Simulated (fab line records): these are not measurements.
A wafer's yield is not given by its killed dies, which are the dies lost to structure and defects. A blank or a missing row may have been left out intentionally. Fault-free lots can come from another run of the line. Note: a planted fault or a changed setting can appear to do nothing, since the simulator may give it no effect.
Which of the tools did it? / flow n5Finfet / 27 wafers from 9 lots sampled at 6 of the route's 1938 steps

WHAT EACH GAUGE READ, for each wafer
N5_BEOL_M0_OCD_MEAS_108.
lot=L933; measured=day 6 05:39; on=ocd-02; trenchDepthNm (nm)=33.0 33.6 32.6
lot=L934; measured=day 6 09:08; on=ocd-02; trenchDepthNm (nm)=33.6 32.4 33.4
lot=L935; measured=day 6 13:49; on=ocd-02; trenchDepthNm (nm)=34.0 32.0 32.9
lot=L939; measured=day 8 06:20; on=ocd-02; trenchDepthNm (nm)=32.6 32.1 32.5
lot=L941; measured=day 8 06:44; on=ocd-02; trenchDepthNm (nm)=32.6 32.0 33.4
lot=L944; measured=day 8 23:41; on=ocd-02; trenchDepthNm (nm)=35.3 35.5 35.5
lot=L947; measured=day 9 18:23; on=ocd-02; trenchDepthNm (nm)=35.4 35.0 35.5
lot=L955; measured=day 11 22:40; on=ocd-02; trenchDepthNm (nm)=31.9 32.6 32.6
lot=L954; measured=day 12 01:58; on=ocd-02; trenchDepthNm (nm)=32.5 32.2 33.2

N5_BEOL_M4_RC_MEAS_101.
lot=L933; measured=day 8 17:25; on=prober-02; DIBL_N (mV/V)=36.5 34.5 34.4; DIBL_P (mV/V)=35.3 33.6 33.3; IOFF_N (nA/um)=0.129 0.114 0.112; IOFF_P (nA/um)=0.19 0.18 0.17; ION_N (uA/um)=654 672 666; ION_P (uA/um)=452 470 462; SS_N (mV/dec)=71.4 71.0 70.8; SS_P (mV/dec)=73.9 72.9 72.3; VT_N (mV)=254.5 254.6 254.9; VT_P (mV)=-251.4 -251.4 -253.8
lot=L934; measured=day 8 19:13; on=prober-01; DIBL_N (mV/V)=34.9 35.2 36.4; DIBL_P (mV/V)=34.6 35.3 35.9; IOFF_N (nA/um)=0.145 0.160 0.168; IOFF_P (nA/um)=0.22 0.22 0.22; ION_N (uA/um)=661 670 669; ION_P (uA/um)=457 462 460; SS_N (mV/dec)=71.4 71.6 72.3; SS_P (mV/dec)=72.4 73.1 72.6; VT_N (mV)=249.4 245.6 247.4; VT_P (mV)=-248.6 -248.3 -250.0
lot=L935; measured=day 8 19:07; on=prober-02; DIBL_N (mV/V)=38.1 39.6 39.5; DIBL_P (mV/V)=39.4 40.4 39.7; IOFF_N (nA/um)=0.192 0.218 0.213; IOFF_P (nA/um)=0.26 0.27 0.27; ION_N (uA/um)=696 682 705; ION_P (uA/um)=475 466 478; SS_N (mV/dec)=71.6 72.0 71.0; SS_P (mV/dec)=74.1 73.4 73.7; VT_N (mV)=247.3 244.8 247.4; VT_P (mV)=-244.9 -248.1 -247.3
lot=L939; measured=day 10 07:43; on=prober-02; DIBL_N (mV/V)=37.7 36.1 38.0; DIBL_P (mV/V)=38.7 36.5 38.1; IOFF_N (nA/um)=0.197 0.157 0.179; IOFF_P (nA/um)=0.25 0.22 0.23; ION_N (uA/um)=671 675 665; ION_P (uA/um)=459 459 453; SS_N (mV/dec)=72.4 71.7 72.1; SS_P (mV/dec)=73.5 74.0 73.7; VT_N (mV)=246.4 251.4 249.0; VT_P (mV)=-249.8 -250.4 -251.9
lot=L941; measured=day 11 00:58; on=prober-01; DIBL_N (mV/V)=36.0 35.7 34.6; DIBL_P (mV/V)=37.2 36.8 35.8; IOFF_N (nA/um)=0.153 0.155 0.135; IOFF_P (nA/um)=0.21 0.22 0.20; ION_N (uA/um)=688 672 665; ION_P (uA/um)=469 467 466; SS_N (mV/dec)=70.9 71.1 71.5; SS_P (mV/dec)=74.1 73.8 73.6; VT_N (mV)=249.2 250.3 251.7; VT_P (mV)=-248.9 -250.4 -249.1
lot=L944; measured=day 11 09:58; on=prober-01; DIBL_N (mV/V)=34.1 38.1 35.3; DIBL_P (mV/V)=33.6 39.0 34.9; IOFF_N (nA/um)=0.122 0.217 0.142; IOFF_P (nA/um)=0.16 0.26 0.18; ION_N (uA/um)=657 684 673; ION_P (uA/um)=462 466 459; SS_N (mV/dec)=71.4 72.7 71.2; SS_P (mV/dec)=72.6 74.0 73.4; VT_N (mV)=252.1 243.7 248.6; VT_P (mV)=-255.5 -250.7 -252.9
lot=L947; measured=day 12 00:05; on=prober-01; DIBL_N (mV/V)=36.6 35.1 34.9; DIBL_P (mV/V)=38.4 36.3 36.3; IOFF_N (nA/um)=0.167 0.144 0.143; IOFF_P (nA/um)=0.22 0.18 0.19; ION_N (uA/um)=683 680 673; ION_P (uA/um)=465 463 463; SS_N (mV/dec)=71.1 71.1 71.4; SS_P (mV/dec)=73.3 73.1 72.7; VT_N (mV)=248.6 249.2 248.6; VT_P (mV)=-251.8 -254.8 -253.8
lot=L955; measured=day 13 23:31; on=prober-01; DIBL_N (mV/V)=37.5 35.8 38.0; DIBL_P (mV/V)=36.0 34.7 36.4; IOFF_N (nA/um)=0.179 0.147 0.173; IOFF_P (nA/um)=0.23 0.20 0.24; ION_N (uA/um)=672 678 657; ION_P (uA/um)=465 460 450; SS_N (mV/dec)=71.6 71.1 71.5; SS_P (mV/dec)=73.9 72.9 73.8; VT_N (mV)=248.6 251.6 248.6; VT_P (mV)=-246.8 -250.3 -252.1
lot=L954; measured=day 14 01:47; on=prober-01; DIBL_N (mV/V)=34.4 33.3 32.8; DIBL_P (mV/V)=35.1 33.1 33.0; IOFF_N (nA/um)=0.149 0.118 0.119; IOFF_P (nA/um)=0.19 0.15 0.16; ION_N (uA/um)=682 661 674; ION_P (uA/um)=466 450 462; SS_N (mV/dec)=71.6 71.0 70.4; SS_P (mV/dec)=73.0 72.6 72.9; VT_N (mV)=252.9 255.5 251.2; VT_P (mV)=-249.1 -255.7 -253.9

TOOL THAT RAN EACH LOT (tool first, then ch and the chambers of the sampled wafers, then the start)
lot=L933; N5_BEOL_M0_SAQP_CUT_ETCH_46=rieDiel-05 ch 0,1,2, day 6 02:13; N5_BEOL_M0_TRENCH_ETCH_107=rieDiel-03 ch 1,2,3, day 6 05:33; N5_BEOL_M0_DEGAS_112=pvdSputter-01, day 6 06:32; N5_BEOL_M0_PRE_CLEAN_113=pvdSputter-01, day 6 06:35
lot=L934; N5_BEOL_M0_SAQP_CUT_ETCH_46=rieDiel-05 ch 0,3, day 6 05:20; N5_BEOL_M0_TRENCH_ETCH_107=rieDiel-03 ch 1,3, day 6 09:02; N5_BEOL_M0_DEGAS_112=pvdSputter-01, day 6 10:11; N5_BEOL_M0_PRE_CLEAN_113=pvdSputter-01, day 6 12:51
lot=L935; N5_BEOL_M0_SAQP_CUT_ETCH_46=rieDiel-05 ch 0,2, day 6 11:42; N5_BEOL_M0_TRENCH_ETCH_107=rieDiel-02 ch 1,2,3, day 6 13:43; N5_BEOL_M0_DEGAS_112=pvdSputter-01, day 6 14:32; N5_BEOL_M0_PRE_CLEAN_113=pvdSputter-01, day 6 14:34
lot=L939; N5_BEOL_M0_SAQP_CUT_ETCH_46=rieDiel-05 ch 1,3, day 7 14:16; N5_BEOL_M0_TRENCH_ETCH_107=rieDiel-06 ch 0,1, day 8 06:14; N5_BEOL_M0_DEGAS_112=pvdSputter-03, day 8 07:11; N5_BEOL_M0_PRE_CLEAN_113=pvdSputter-03, day 8 07:14
lot=L941; N5_BEOL_M0_SAQP_CUT_ETCH_46=rieDiel-01 ch 0,1,3, day 7 22:47; N5_BEOL_M0_TRENCH_ETCH_107=rieDiel-03 ch 1,2,3, day 8 06:37; N5_BEOL_M0_DEGAS_112=pvdSputter-02, day 8 07:19; N5_BEOL_M0_PRE_CLEAN_113=pvdSputter-02, day 8 07:22
lot=L944; N5_BEOL_M0_SAQP_CUT_ETCH_46=rieDiel-04 ch 0,2, day 8 21:03; N5_BEOL_M0_TRENCH_ETCH_107=rieDiel-03 ch 0,3, day 8 23:35; N5_BEOL_M0_DEGAS_112=pvdSputter-02, day 9 00:10; N5_BEOL_M0_PRE_CLEAN_113=pvdSputter-02, day 9 00:12
lot=L947; N5_BEOL_M0_SAQP_CUT_ETCH_46=rieDiel-05 ch 0,2,3, day 9 16:01; N5_BEOL_M0_TRENCH_ETCH_107=rieDiel-03 ch 0,1,3, day 9 18:17; N5_BEOL_M0_DEGAS_112=pvdSputter-02, day 9 19:02; N5_BEOL_M0_PRE_CLEAN_113=pvdSputter-02, day 9 19:04
lot=L955; N5_BEOL_M0_SAQP_CUT_ETCH_46=rieDiel-01 ch 0,1,3, day 11 18:20; N5_BEOL_M0_TRENCH_ETCH_107=rieDiel-06 ch 0,1, day 11 22:33; N5_BEOL_M0_DEGAS_112=pvdSputter-01, day 11 23:18; N5_BEOL_M0_PRE_CLEAN_113=pvdSputter-01, day 11 23:20
lot=L954; N5_BEOL_M0_SAQP_CUT_ETCH_46=rieDiel-05 ch 0,1,2, day 11 23:37; N5_BEOL_M0_TRENCH_ETCH_107=rieDiel-02 ch 1,2,3, day 12 01:52; N5_BEOL_M0_DEGAS_112=pvdSputter-01, day 12 02:43; N5_BEOL_M0_PRE_CLEAN_113=pvdSputter-01, day 12 02:46
- N5_BEOL_M0_SAQP_CUT_ETCH_46: etches SOC in N2/H2, target depth 135 nm, overetch 27 nm, time 202.5 s.
- N5_BEOL_M0_TRENCH_ETCH_107: etches SiOC in C4F6/O2, target depth 32.8 nm, time 16.4 s.
- N5_BEOL_M0_DEGAS_112: time 60 s.
- N5_BEOL_M0_PRE_CLEAN_113: time 30 s.

WHAT THE TOOLS THEMSELVES READ (means of the sampled wafers that have a number; where no wafer has one, the mark that the record gives instead)
N5_BEOL_M0_SAQP_CUT_ETCH_46.
lot=L933; tool=rieDiel-05; drypumpMotorCurrentA (A)=5.49; rfFwdPowerW (W)=838.9; rfVppV (V)=525.7; showerheadPlenumPTorr (Torr)=2.60; tempC (C)=39.96; throttleValvePct (%)=17.66
lot=L934; tool=rieDiel-05; drypumpMotorCurrentA (A)=5.46; rfFwdPowerW (W)=836.7; rfVppV (V)=525.8; showerheadPlenumPTorr (Torr)=2.65; tempC (C)=40.02; throttleValvePct (%)=17.67
lot=L935; tool=rieDiel-05; drypumpMotorCurrentA (A)=5.71; rfFwdPowerW (W)=840.5; rfVppV (V)=525.3; showerheadPlenumPTorr (Torr)=2.58; tempC (C)=39.87; throttleValvePct (%)=17.75
lot=L939; tool=rieDiel-05; drypumpMotorCurrentA (A)=5.37; rfFwdPowerW (W)=839.6; rfVppV (V)=523.8; showerheadPlenumPTorr (Torr)=2.54; tempC (C)=39.93; throttleValvePct (%)=17.65
lot=L941; tool=rieDiel-01; drypumpMotorCurrentA (A)=5.51; rfFwdPowerW (W)=839.5; rfVppV (V)=522.8; showerheadPlenumPTorr (Torr)=2.51; tempC (C)=39.97; throttleValvePct (%)=17.69
lot=L944; tool=rieDiel-04; drypumpMotorCurrentA (A)=6.03; rfFwdPowerW (W)=838.2; rfVppV (V)=524.2; showerheadPlenumPTorr (Torr)=2.53; tempC (C)=40.05; throttleValvePct (%)=17.54
lot=L947; tool=rieDiel-05; drypumpMotorCurrentA (A)=5.63; rfFwdPowerW (W)=838.8; rfVppV (V)=525.3; showerheadPlenumPTorr (Torr)=2.57; tempC (C)=40.09; throttleValvePct (%)=17.77
lot=L955; tool=rieDiel-01; drypumpMotorCurrentA (A)=5.49; rfFwdPowerW (W)=836.6; rfVppV (V)=523.1; showerheadPlenumPTorr (Torr)=2.50; tempC (C)=39.98; throttleValvePct (%)=17.73
lot=L954; tool=rieDiel-05; drypumpMotorCurrentA (A)=5.48; rfFwdPowerW (W)=840.1; rfVppV (V)=525.1; showerheadPlenumPTorr (Torr)=2.58; tempC (C)=40.07; throttleValvePct (%)=17.74

N5_BEOL_M0_TRENCH_ETCH_107.
lot=L933; tool=rieDiel-03; O2_flow_sccm (sccm)=10.010; drypumpMotorCurrentA (A)=5.9; oes_ar_750_au (a.u.)=0.86; oes_f_703_au (a.u.)=0.85; oes_o_777_au (a.u.)=0.85; oesProductAu (a.u.)=0.87; rfFwdPowerW (W)=349.3; rfVppV (V)=669; showerheadPlenumPTorr (Torr)=2.89; throttleValvePct (%)=20.55
lot=L934; tool=rieDiel-03; O2_flow_sccm (sccm)=9.991; drypumpMotorCurrentA (A)=6.1; oes_ar_750_au (a.u.)=0.81; oes_f_703_au (a.u.)=0.81; oes_o_777_au (a.u.)=0.80; oesProductAu (a.u.)=0.82; rfFwdPowerW (W)=349.7; rfVppV (V)=669; showerheadPlenumPTorr (Torr)=2.87; throttleValvePct (%)=20.57
lot=L935; tool=rieDiel-02; O2_flow_sccm (sccm)=9.997; drypumpMotorCurrentA (A)=5.2; oes_ar_750_au (a.u.)=0.86; oes_f_703_au (a.u.)=0.85; oes_o_777_au (a.u.)=0.86; oesProductAu (a.u.)=0.87; rfFwdPowerW (W)=349.6; rfVppV (V)=654; showerheadPlenumPTorr (Torr)=2.86; throttleValvePct (%)=20.98
lot=L939; tool=rieDiel-06; O2_flow_sccm (sccm)=9.997; drypumpMotorCurrentA (A)=5.8; oes_ar_750_au (a.u.)=0.83; oes_f_703_au (a.u.)=0.83; oes_o_777_au (a.u.)=0.82; oesProductAu (a.u.)=0.83; rfFwdPowerW (W)=348.5; rfVppV (V)=666; showerheadPlenumPTorr (Torr)=2.78; throttleValvePct (%)=21.01
lot=L941; tool=rieDiel-03; O2_flow_sccm (sccm)=9.999; drypumpMotorCurrentA (A)=5.9; oes_ar_750_au (a.u.)=0.83; oes_f_703_au (a.u.)=0.83; oes_o_777_au (a.u.)=0.83; oesProductAu (a.u.)=0.85; rfFwdPowerW (W)=348.6; rfVppV (V)=669; showerheadPlenumPTorr (Torr)=2.89; throttleValvePct (%)=20.56
lot=L944; tool=rieDiel-03; O2_flow_sccm (sccm)=10.038; drypumpMotorCurrentA (A)=5.7; oes_ar_750_au (a.u.)=0.91; oes_f_703_au (a.u.)=1.04; oes_o_777_au (a.u.)=1.01; oesProductAu (a.u.)=0.84; rfFwdPowerW (W)=435.3; rfVppV (V)=603; showerheadPlenumPTorr (Torr)=2.93; throttleValvePct (%)=20.36
lot=L947; tool=rieDiel-03; O2_flow_sccm (sccm)=9.984; drypumpMotorCurrentA (A)=5.9; oes_ar_750_au (a.u.)=0.92; oes_f_703_au (a.u.)=1.03; oes_o_777_au (a.u.)=1.02; oesProductAu (a.u.)=0.85; rfFwdPowerW (W)=433.3; rfVppV (V)=606; showerheadPlenumPTorr (Torr)=2.91; throttleValvePct (%)=20.51
lot=L955; tool=rieDiel-06; O2_flow_sccm (sccm)=10.004; drypumpMotorCurrentA (A)=5.8; oes_ar_750_au (a.u.)=0.79; oes_f_703_au (a.u.)=0.79; oes_o_777_au (a.u.)=0.78; oesProductAu (a.u.)=0.79; rfFwdPowerW (W)=347.5; rfVppV (V)=666; showerheadPlenumPTorr (Torr)=2.76; throttleValvePct (%)=21.06
lot=L954; tool=rieDiel-02; O2_flow_sccm (sccm)=9.945; drypumpMotorCurrentA (A)=5.2; oes_ar_750_au (a.u.)=0.80; oes_f_703_au (a.u.)=0.80; oes_o_777_au (a.u.)=0.80; oesProductAu (a.u.)=0.81; rfFwdPowerW (W)=350.1; rfVppV (V)=654; showerheadPlenumPTorr (Torr)=2.84; throttleValvePct (%)=21.03

N5_BEOL_M0_DEGAS_112.
lot=L933; tool=pvdSputter-01; heaterPowerW (W)=342
lot=L934; tool=pvdSputter-01; heaterPowerW (W)=339
lot=L935; tool=pvdSputter-01; heaterPowerW (W)=355
lot=L939; tool=pvdSputter-03; heaterPowerW (W)=341
lot=L941; tool=pvdSputter-02; heaterPowerW (W)=371
lot=L944; tool=pvdSputter-02; heaterPowerW (W)=358
lot=L947; tool=pvdSputter-02; heaterPowerW (W)=340
lot=L955; tool=pvdSputter-01; heaterPowerW (W)=352
lot=L954; tool=pvdSputter-01; heaterPowerW (W)=336

N5_BEOL_M0_PRE_CLEAN_113.
lot=L933; tool=pvdSputter-01; heaterPowerW (W)=344
lot=L934; tool=pvdSputter-01; heaterPowerW (W)=339
lot=L935; tool=pvdSputter-01; heaterPowerW (W)=348
lot=L939; tool=pvdSputter-03; heaterPowerW (W)=338
lot=L941; tool=pvdSputter-02; heaterPowerW (W)=369
lot=L944; tool=pvdSputter-02; heaterPowerW (W)=361
lot=L947; tool=pvdSputter-02; heaterPowerW (W)=340
lot=L955; tool=pvdSputter-01; heaterPowerW (W)=357
lot=L954; tool=pvdSputter-01; heaterPowerW (W)=335

THE ANSWER, worked out from the rows above alone
Rule: usual is defined by the lots themselves. Put in order of their means at a reading, lots are off if they are a third of the lots or fewer, leave a main group of 4 or more, and stand apart from it by a gap of 3 or more times the standard deviation of the main group's means; of several such gaps the widest counts. Not used: any main group whose means are identical at the precision the tables above print for the reading. Also off: a lot with no number at a reading for which 4 or more lots have one. The other lots that the step has rows for count as sound. First the gauges in route order, then the tools' own readings, where a lot's mean is used as printed above. At the first step where some lot is off, the reading lying furthest off is the one used; lots without a number count as furthest.
Off: L944, L947 (N5_BEOL_M0_OCD_MEAS_108, trenchDepthNm). Main group: mean 32.7 nm, sd 0.29.
A tool fits if, at a process step before that reading, it ran every lot that is off, and no sound lot after the first of them. The gauges at N5_BEOL_M0_OCD_MEAS_108 aren't tried: what is off there is off at N5_BEOL_M0_TRENCH_ETCH_107 too, on other tools, and a gauge's error can't cause that. One candidate fits, namely rieDiel-03 at N5_BEOL_M0_TRENCH_ETCH_107. Its last sound lot is L941 (day 8 06:37), its first lot that is off L944 (day 8 23:35): a fault that began between those two fits.
The tool's own readings at N5_BEOL_M0_TRENCH_ETCH_107 bear it out: on the lots that are off they differ by more than 5 times the standard deviation of the sound lots' means. oes_f_703_au reads 1.04 a.u. there against 0.82 a.u. on the sound lots; oes_o_777_au reads 1.02 a.u. there against 0.82 a.u. on the sound lots; rfFwdPowerW reads 434.3 W there against 349.0 W on the sound lots; rfVppV reads 604 V there against 664 V on the sound lots.

WHAT THE SIMULATOR PUT IN
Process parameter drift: rieDiel-03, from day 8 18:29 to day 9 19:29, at N5_BEOL_M0_TRENCH_ETCH_107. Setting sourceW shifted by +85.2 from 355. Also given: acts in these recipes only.
Lots struck among those shown: L944, L947. The rule above found the same.
